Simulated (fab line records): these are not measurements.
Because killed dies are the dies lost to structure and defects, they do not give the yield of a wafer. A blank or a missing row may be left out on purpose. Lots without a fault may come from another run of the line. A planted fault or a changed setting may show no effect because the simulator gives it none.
fab line records ; flow nandHarc
record: lots: 12; wafers: 36; lastDay: 33
route steps=1302 shown A_BONDPAD@1202 END@1302
lots with no fault: from the same line, run without faults
startH: hours from the record's opening day to when the first of the lot's shown wafers began ; waitH: how many hours have passed since the lot's step before this one ; " as in the row above ; L1.1+2: several wafers, shown together as one row ; - either no value or no given start ; * or withheld: withheld ; < > ~ a bound
route shown NAME@n: a module of which the file shows steps, and the number in the route of the first ; usual: average and standard deviation across the fault-free wafers ; same: alike in all rows ; chamber/n: place in a boat ; sites: each site's reading ; _std_site: standard deviation across them ; _edge_site: mean of outer sites minus mean of inner sites ; radiusMm: for every site, how far away it sits from the centre of the wafer ; mask NAME#n: copy n ; behind: the tool/chamber that last shaped the wafer ; hold: the reason the lot was held/the length of the hold in hours/how it ended ; device: names the non-switching transistor (n, p or np) ; end of line: tests run on the same wafers once the route is complete ; for a step that has no rows: nothing shown but its recipe ; killed: count of dies lost to structure and defects at first sort (not the wafer's yield) ; map: shows each die of a wafer: x if killed, . if not, _ if none is there
set.NAME: the setting the step ran with; set.NAME@STEP: the setting that earlier step ran with ; model.NAME: the simulator's own value behind a step, which no gauge read
one table for each step of the route and one row for each wafer, over a sample of lots
services: when a tool's chamber went out of use (startH, in hours from the record's first day, below 0 if earlier), for how many hours, and the reason
== steps ==
step: NHARC_A_BONDPAD_DEP_00
recipe: targetThkA: 2500; tempC: 370; targetThkNm: 250; pressureTorr: 3; flowSccm: 200; rfW: 450; material: SiCN
usual: chamberPressureTorr: 2.999/0.0064; heaterPowerW: 564/71
lot.wafer;tool;chamber;startH;waitH;chamberPressureTorr;heaterPowerW
L247.1;pecvd-04;0;544.78;-;3.003;673
L247.5;pecvd-04;0;544.78;-;3.003;550
L247.4;pecvd-04;1;544.78;-;3.003;551
L248.2;pecvd-04;2;552.54;-;3.005;631
L248.4;pecvd-04;0;552.54;-;2.979;654
L248.6;pecvd-04;2;552.54;-;3.002;615
L251.3;pecvd-01;0;561.43;-;2.994;634
L251.6;pecvd-01;0;561.43;-;3.000;506
L251.5;pecvd-01;1;561.43;-;2.992;592
L252.3;pecvd-04;2;579.70;-;2.995;609
L252.1;pecvd-04;0;579.70;-;2.992;645
L252.2;pecvd-04;1;579.70;-;3.010;507
L253.2;pecvd-04;1;596.29;-;2.992;537
L253.4;pecvd-04;0;596.29;-;2.987;649
L253.5;pecvd-04;1;596.29;-;3.001;536
L254.2;pecvd-01;1;618.23;-;2.992;583
L254.5;pecvd-01;1;618.23;-;3.009;598
L254.6;pecvd-01;2;618.23;-;3.003;527
L257.2;pecvd-01;0;639.90;-;3.009;564
L257.1;pecvd-01;1;639.90;-;2.994;497
L257.3;pecvd-01;2;639.90;-;2.999;502
L258.3;pecvd-03;1;643.68;-;2.983;488
L258.1;pecvd-03;2;643.68;-;2.996;646
L258.4;pecvd-03;1;643.68;-;2.994;482
L259.2;pecvd-03;2;674.88;-;2.993;639
L259.3;pecvd-03;1;674.88;-;2.999;468
L259.5;pecvd-03;0;674.88;-;3.004;566
L268.3;pecvd-01;1;740.46;-;2.997;608
L268.1;pecvd-01;2;740.46;-;3.004;522
L268.4;pecvd-01;1;740.46;-;3.004;627
L267.2;pecvd-03;0;-;-;3.000;512
L267.4;pecvd-03;0;-;-;3.005;524
L267.5;pecvd-03;2;-;-;2.994;719
L269.2;pecvd-04;1;761.55;-;3.006;451
L269.4;pecvd-04;1;761.55;-;2.993;458
L269.6;pecvd-04;0;761.55;-;2.999;632
step: NHARC_A_BONDPAD_THK_MEAS_30
recipe: thkMeasGauge: ellipsometry
usual: thkNm: 199.9/1.5
lot.wafer;tool;chamber;startH;waitH;thkNm
L247.1;filmMetro-01;-;545.39;0.2;195.8
L247.4;filmMetro-01;-;545.39;0.2;199.6
L247.5;filmMetro-01;-;545.39;0.2;198.5
L248.2;filmMetro-01;-;553.11;0.2;200.9
L248.4;filmMetro-01;-;553.11;0.2;201.6
L248.6;filmMetro-01;-;553.11;0.2;202.4
L251.3;filmMetro-01;-;562.09;0.2;199.9
L251.5;filmMetro-01;-;562.09;0.2;198.4
L251.6;filmMetro-01;-;562.09;0.2;198.2
L252.1;filmMetro-02;-;580.36;0.2;202.2
L252.2;filmMetro-02;-;580.36;0.2;201.5
L252.3;filmMetro-02;-;580.36;0.2;202.6
L253.2;filmMetro-02;-;596.89;0.2;198.8
L253.4;filmMetro-02;-;596.89;0.2;197.8
L253.5;filmMetro-02;-;596.89;0.2;202.5
L254.2;filmMetro-01;-;618.88;0.2;199.7
L254.5;filmMetro-01;-;618.88;0.2;201.0
L254.6;filmMetro-01;-;618.88;0.2;199.5
L257.1;filmMetro-02;-;640.55;0.2;201.1
L257.2;filmMetro-02;-;640.55;0.2;202.2
L257.3;filmMetro-02;-;640.55;0.2;200.2
L258.1;filmMetro-01;-;644.29;0.2;199.3
L258.3;filmMetro-01;-;644.29;0.2;196.7
L258.4;filmMetro-01;-;644.29;0.2;198.7
L259.2;filmMetro-01;-;675.54;0.2;199.6
L259.3;filmMetro-01;-;675.54;0.2;198.9
L259.5;filmMetro-01;-;675.54;0.2;200.8
L268.1;filmMetro-01;-;741.07;0.1;198.8
L268.3;filmMetro-01;-;741.07;0.1;200.9
L268.4;filmMetro-01;-;741.07;0.1;200.0
L267.2;filmMetro-02;-;747.24;0.2;199.8
L267.4;filmMetro-02;-;747.24;0.2;201.2
L267.5;filmMetro-02;-;747.24;0.2;200.6
L269.2;filmMetro-01;-;762.21;0.2;200.9
L269.4;filmMetro-01;-;762.21;0.2;202.0
L269.6;filmMetro-01;-;762.21;0.2;201.7
step: NHARC_A_BONDPAD_DESCUM_11
recipe: timeS: 3; o2FlowSccm: 200; arFlowSccm: 0; biasPowerW: 0; chemistry: O2
usual: drypumpMotorCurrentA: 5.6/0.52; oesProductAu: 0.998/0.0081; rfVppV: 57.9/0.94; showerheadPlenumPTorr: 1.93/0.092; throttleValvePct: 11.311/0.0099
lot.wafer;tool;chamber;startH;waitH;drypumpMotorCurrentA;oesProductAu;rfHoursCounterH;rfVppV;showerheadPlenumPTorr;throttleValvePct
L247.4;rieDiel-03;3;546.18;-;5.4;1.008;17;58.5;2.02;11.311
L247.1;rieDiel-03;1;546.18;-;6.0;1.004;18;57.2;1.96;11.321
L247.5;rieDiel-03;3;546.18;-;5.4;1.011;-;57.7;2.02;11.302
L248.4;rieDiel-05;1;553.89;-;6.1;1.019;5;57.9;1.87;11.317
L248.2;rieDiel-05;0;553.89;-;5.0;0.993;5;58.3;1.95;11.309
L248.6;rieDiel-05;1;553.89;-;6.1;1.006;-;57.1;1.87;11.311
L251.3;rieDiel-05;1;562.88;-;6.1;1.005;5;56.7;1.87;11.294
L251.6;rieDiel-05;3;562.88;-;6.1;1.002;-;56.7;2.06;11.311
L251.5;rieDiel-05;0;562.88;-;5.0;0.995;-;58.0;1.95;11.319
L252.3;rieDiel-06;1;581.14;-;5.2;0.989;31;57.6;2.03;11.311
L252.2;rieDiel-06;2;581.14;-;4.8;1.002;23;59.6;2.07;11.325
L252.1;rieDiel-06;3;581.14;-;5.0;1.015;29;58.5;1.77;11.314
L253.4;rieDiel-05;3;597.67;-;6.2;0.991;0;56.8;2.06;11.325
L253.2;rieDiel-05;0;597.67;-;5.0;0.991;0;58.3;1.95;11.305
L253.5;rieDiel-05;3;597.67;-;6.2;0.994;-;58.0;2.06;11.319
L254.2;rieDiel-05;2;619.56;-;5.3;0.991;0;56.6;1.82;11.295
L254.5;rieDiel-05;0;619.56;-;5.0;0.990;-;59.0;1.95;11.320
L254.6;rieDiel-05;1;619.56;-;6.1;0.983;-;58.9;1.87;11.299
L257.3;rieDiel-06;3;641.51;-;5.0;1.025;46;58.5;1.77;11.323
L257.2;rieDiel-06;0;641.51;-;5.7;0.999;51;58.6;2.06;11.301
L257.1;rieDiel-06;2;641.51;-;4.8;1.006;40;58.6;2.06;11.300
L258.3;rieDiel-05;2;645.07;-;5.2;0.995;2;58.6;1.82;11.303
L258.4;rieDiel-05;3;645.07;-;6.2;1.001;2;58.4;2.06;11.316
L258.1;rieDiel-05;1;645.07;-;6.2;1.009;2;57.4;1.87;11.305
L259.3;rieDiel-05;1;676.31;-;6.1;0.997;2;58.1;1.87;11.321
L259.2;rieDiel-05;3;676.31;-;6.2;0.993;2;59.1;2.06;11.299
L259.5;rieDiel-05;2;676.31;-;5.3;0.992;-;57.1;1.82;11.311
L268.4;rieDiel-05;3;741.85;-;6.2;1.004;4;59.3;2.06;11.321
L268.1;rieDiel-05;0;741.85;-;5.0;0.998;4;58.6;1.95;11.288
L268.3;rieDiel-05;1;741.85;-;6.1;1.000;5;57.7;1.87;11.294
L267.2;rieDiel-06;3;747.89;-;5.0;1.003;31;58.7;2.07;11.328
L267.4;rieDiel-06;0;747.89;-;5.7;0.996;30;57.4;2.05;11.300
L267.5;rieDiel-06;3;747.89;-;5.0;1.011;-;58.3;2.07;11.316
L269.2;rieDiel-03;0;762.88;-;5.0;0.994;21;57.0;1.82;11.315
L269.4;rieDiel-03;1;762.88;-;6.0;0.994;-;56.7;1.95;11.304
L269.6;rieDiel-03;2;762.88;-;5.5;1.001;-;58.9;1.94;11.322
step: NHARC_A_BONDPAD_ETCH_34
recipe: targetDepthA: 600; overetchA: 180; timeS: 65.91; ionEnergyEv: 200; n2FlowSccm: 150; h2FlowSccm: 150; arFlowSccm: 0; rfW: 400; biasW: 150; chemistry: N2/H2
usual: drypumpMotorCurrentA: 5.6/0.53; h2FlowSccm: 150.0/0.44; oesProductAu: 0.997/0.0086; rfVppV: 431.1/2.7; showerheadPlenumPTorr: 2.06/0.1; throttleValvePct: 14.171/0.0092
lot.wafer;tool;chamber;startH;waitH;drypumpMotorCurrentA;h2FlowSccm;oesProductAu;rfHoursCounterH;rfVppV;showerheadPlenumPTorr;throttleValvePct
L247.1;rieDiel-03;0;546.25;0.1;5.0;149.9;0.999;10;428.0;1.95;14.169
L247.4;rieDiel-03;1;546.25;0.1;6.0;149.7;1.001;18;431.8;2.09;14.175
L247.5;rieDiel-03;1;546.25;0.1;6.0;150.1;0.994;-;431.8;2.09;14.183
L248.2;rieDiel-05;0;553.97;0.1;5.0;150.1;1.000;5;433.2;2.08;14.175
L248.4;rieDiel-05;3;553.97;0.1;6.2;150.7;1.007;5;433.9;2.20;14.158
L248.6;rieDiel-05;1;553.97;0.1;6.1;150.2;1.013;-;429.2;2.00;14.169
L251.3;rieDiel-05;2;562.97;0.1;5.3;149.9;0.992;5;429.4;1.93;14.172
L251.5;rieDiel-05;3;562.97;0.1;6.2;150.4;0.988;-;436.1;2.20;14.156
L251.6;rieDiel-05;0;562.97;0.1;5.0;149.9;0.983;-;431.4;2.08;14.176
L252.2;rieDiel-06;0;581.22;0.1;5.7;150.0;1.002;31;436.2;2.21;14.176
L252.1;rieDiel-06;1;581.22;0.1;5.2;150.0;0.987;31;434.3;2.17;14.174
L252.3;rieDiel-06;3;581.22;0.1;5.0;150.3;1.008;29;427.1;1.89;14.163
L253.4;rieDiel-05;3;597.76;0.1;6.2;151.2;0.981;0;435.1;2.20;14.146
L253.2;rieDiel-05;1;597.76;0.1;6.1;150.7;0.994;0;429.5;2.00;14.173
L253.5;rieDiel-05;2;597.76;0.1;5.2;150.4;1.004;-;427.8;1.93;14.159
L254.2;rieDiel-05;0;619.63;0.1;5.0;149.6;0.992;1;431.0;2.08;14.169
L254.5;rieDiel-05;3;619.63;0.1;6.2;150.6;0.994;-;434.1;2.20;14.163
L254.6;rieDiel-05;0;619.63;0.1;5.0;149.7;0.995;-;432.2;2.08;14.181
L257.3;rieDiel-06;1;641.61;0.1;5.2;149.7;1.003;52;432.3;2.16;14.178
L257.1;rieDiel-06;2;641.61;0.1;4.8;149.6;1.013;40;433.8;2.20;14.174
L257.2;rieDiel-06;3;641.61;0.1;5.0;150.3;1.013;46;424.1;1.88;14.170
L258.4;rieDiel-05;0;645.15;0.1;5.0;149.7;1.002;2;431.9;2.08;14.159
L258.1;rieDiel-05;1;645.15;0.1;6.2;149.6;0.990;2;429.3;2.00;14.175
L258.3;rieDiel-05;2;645.15;0.1;5.2;150.0;0.996;2;427.9;1.93;14.166
L259.2;rieDiel-05;3;676.41;0.1;6.2;149.7;0.801;2;432.7;2.20;14.179
L259.3;rieDiel-05;0;676.41;0.1;5.0;149.9;0.813;2;432.4;2.08;14.174
L259.5;rieDiel-05;2;676.41;0.1;5.3;150.0;0.988;-;428.4;1.93;14.155
L268.1;rieDiel-05;1;741.94;0.1;6.1;150.4;0.995;5;429.2;1.99;14.187
L268.4;rieDiel-05;2;741.94;0.1;5.3;149.7;0.995;4;426.5;1.93;14.161
L268.3;rieDiel-05;3;741.94;0.1;6.2;149.9;0.999;4;434.8;2.20;14.177
L267.4;rieDiel-06;2;747.97;0.1;4.8;149.5;0.988;28;435.2;2.19;14.180
L267.2;rieDiel-06;0;747.97;0.1;5.6;149.8;1.003;30;435.1;2.19;14.165
L267.5;rieDiel-06;2;747.97;0.1;4.8;149.2;0.996;-;433.7;2.19;14.170
L269.2;rieDiel-03;2;762.97;0.1;5.5;149.3;0.999;20;430.8;2.07;14.163
L269.6;rieDiel-03;1;762.97;0.1;6.0;149.8;0.987;-;431.7;2.08;14.174
L269.4;rieDiel-03;0;762.97;0.1;5.0;149.7;1.004;-;428.3;1.94;14.146
step: NHARC_END_SORT_01
recipe: tempC: 25
usual: defectLimitedYield: 90.1/2.6; killedAtArray: 63/17; killedAtOther: 0.8/1.1; killedAtPeriphery: 3.5/3; killedDies: 67/17; killedOpen: 3.1/1.6; killedShort: 2.6/1.4
same: grossDies: 677
lot.wafer;tool;chamber;startH;waitH;defectLimitedYield[%];killedAtArray;killedAtOther;killedAtPeriphery;killedDies;killedOpen;killedShort
L259.2;prober-01;0;706.80;2.8;84.2;98;3;6;107;2;4
L259.3;prober-01;0;707.58;3.1;83.5;105;1;6;112;2;2
killed by level:class
L259.2 A_SLIT:chamberFilmFlake=39 A_CHANNEL_HOLE_D1:chamberFilmFlake=27 A_BONDPAD:areaEtch=18 A_CONTACT:chamberFilmFlake=5 P_STI:chamberFilmFlake=2 P_BONDPAD:chamberFilmFlake=2 A_WL_FILL:chamberFilmFlake=2 THIN_TSV:chamberFilmFlake=2
L259.3 A_SLIT:chamberFilmFlake=32 A_BONDPAD:areaEtch=32 A_CHANNEL_HOLE_D1:chamberFilmFlake=24 A_DECK1_JOINT:chamberFilmFlake=3 A_WL_FILL:chamberFilmFlake=3 P_STI:chamberFilmFlake=2 A_STAIRCASE:chamberFilmFlake=2 A_CONTACT:chamberFilmFlake=2
== services ==
tool;chamber;startH;hours;kind
rieDiel-05;0;538.19;-;clean
rieDiel-05;1;538.19;-;clean
rieDiel-05;2;538.19;-;clean
rieDiel-05;3;538.19;-;clean
pecvd-03;2;542.28;12.3;repair
pecvd-03;-;547.17;13.0;pm
rieDiel-05;0;562.69;-;clean
rieDiel-05;1;562.69;-;clean
rieDiel-05;2;562.69;-;clean
rieDiel-03;3;568.11;2.7;repair
rieDiel-05;-;583.69;9.0;pm
pecvd-04;-;618.02;0.6;repair
pecvd-04;-;631.17;13.0;pm
rieDiel-03;-;635.35;9.0;pm
pecvd-04;-;659.01;44.4;repair
pecvd-03;-;659.68;0.3;repair
rieDiel-06;-;661.27;9.0;pm
pecvd-03;-;670.45;1.5;repair
pecvd-01;-;673.28;13.0;pm
rieDiel-05;2;715.16;6.6;repair
pecvd-03;-;728.56;13.0;pm
pecvd-04;-;747.00;0.4;repair
rieDiel-03;3;757.88;6.7;repair
rieDiel-05;-;760.69;9.0;pm
== key ==
firstSign: step: NHARC_A_BONDPAD_ETCH_34; reading: oesProductAu; direction: down; sigmas: 22; usual: 0.997; struck: 0.807
effect none on later readings
metAt NHARC_A_BONDPAD_ETCH_34
struckLots L259
struckWafers L259.2,L259.3
notActingAt NHARC_A_BONDPAD_DEP_00,NHARC_A_BONDPAD_THK_MEAS_30,NHARC_A_BONDPAD_DESCUM_11
onsetBetween 645.15 676.41
fault: kind: processParameterDrift; tool: rieDiel-05; chamber: -; onsetH: 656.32; steps: NHARC_A_BONDPAD_ETCH_34; channel: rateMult; offset: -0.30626; shape: step; endH: 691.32; scope: struckWafersOnly
